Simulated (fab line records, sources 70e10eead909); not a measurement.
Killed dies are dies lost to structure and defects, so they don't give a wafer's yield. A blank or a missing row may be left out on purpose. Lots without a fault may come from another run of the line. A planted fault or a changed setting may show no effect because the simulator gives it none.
Problem report in the 8D (eight disciplines) form, filled by code | flow nand_harc | the parts of the form that need people (team, actions taken, sign-off) are left out

1. THE PROBLEM
killed_dies at NHARC_END_SORT_01 reads a mean of 447 on 6 wafers of 2 lots; wafers without a fault read 31 with a standard deviation of 10. That is +42 standard deviations from the usual mean.
First seen on wafer L608.1, day 21 12:50, on prober-01. The record holds 6 wafers of 2 lots with a number at this step. Rule for "out", or "out of limits": more than 4 standard deviations from the usual mean. The other wafers with a number count as sound.

2. WHAT IT IS AND WHAT IT IS NOT
question                    | is                           | is not
which readings at this step | killed_dies, killed_at_array | killed_at_periphery, killed_open, killed_short
which lots                  | L608, L609                   | -
which wafers of those lots  | all that have a number       | -
read on which gauges        | prober-01, prober-02         | -
when                        | from day 21 12:50            | up to then (0 sound wafers)

3. SUSPECTS, AND WHAT RULES EACH OUT
Counting: a tool at a process step up to the reading stays a suspect if it ran every lot that is out and no sound lot after the first of them.
- the gauge at NHARC_END_SORT_01: ruled out. The wafers that are out were read on 2 gauges (prober-01, prober-02).
- acl_dep-02 at NHARC_A_CONTACT_DEP_57 (deposits aC, target thk 2800 nm): kept. It ran every lot that is out, first L608 (day 18 21:15), and no sound lot after that.
Left after counting: acl_dep-02 at NHARC_A_CONTACT_DEP_57.

4. THE CAUSE (what the simulator had put in)
Process parameter drift: acl_dep-02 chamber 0, from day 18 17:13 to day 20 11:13, at NHARC_A_CONTACT_DEP_57. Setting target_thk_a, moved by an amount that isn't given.
Counting left only this tool.

5. THE CHAIN OF EFFECTS, in route order
Each row: a reading whose mean over the struck wafers that have a number lies more than 3 standard deviations from the usual. Only readings for which the record gives a usual standard deviation are gone through. hours: the time from each lot's start at the first step in this table that gives one to its start at this step, as a median over the lots. sigmas: the change in usual standard deviations.
hours | step              | reading         | usual | on struck wafers | change | sigmas
0     | NHARC_END_SORT_01 | killed_at_array | 27    | 441              | +414   | +42
0     | NHARC_END_SORT_01 | killed_dies     | 31    | 447              | +416   | +42

6. WHAT WOULD HAVE CAUGHT IT SOONER
In this record the first reading out of limits at a measuring or inspecting step was taken at day 21 12:50, 68 hours after the fault began at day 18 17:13.
Of the tool readings at NHARC_A_CONTACT_DEP_57 for which the record gives a usual standard deviation, none was out on any struck wafer, so an alarm limit of 4 standard deviations on them would not have fired.
All the lots that are out (2) had begun NHARC_A_CONTACT_DEP_57 on acl_dep-02 by day 21 12:50. A hold on the tool at that time would have spared none of them.
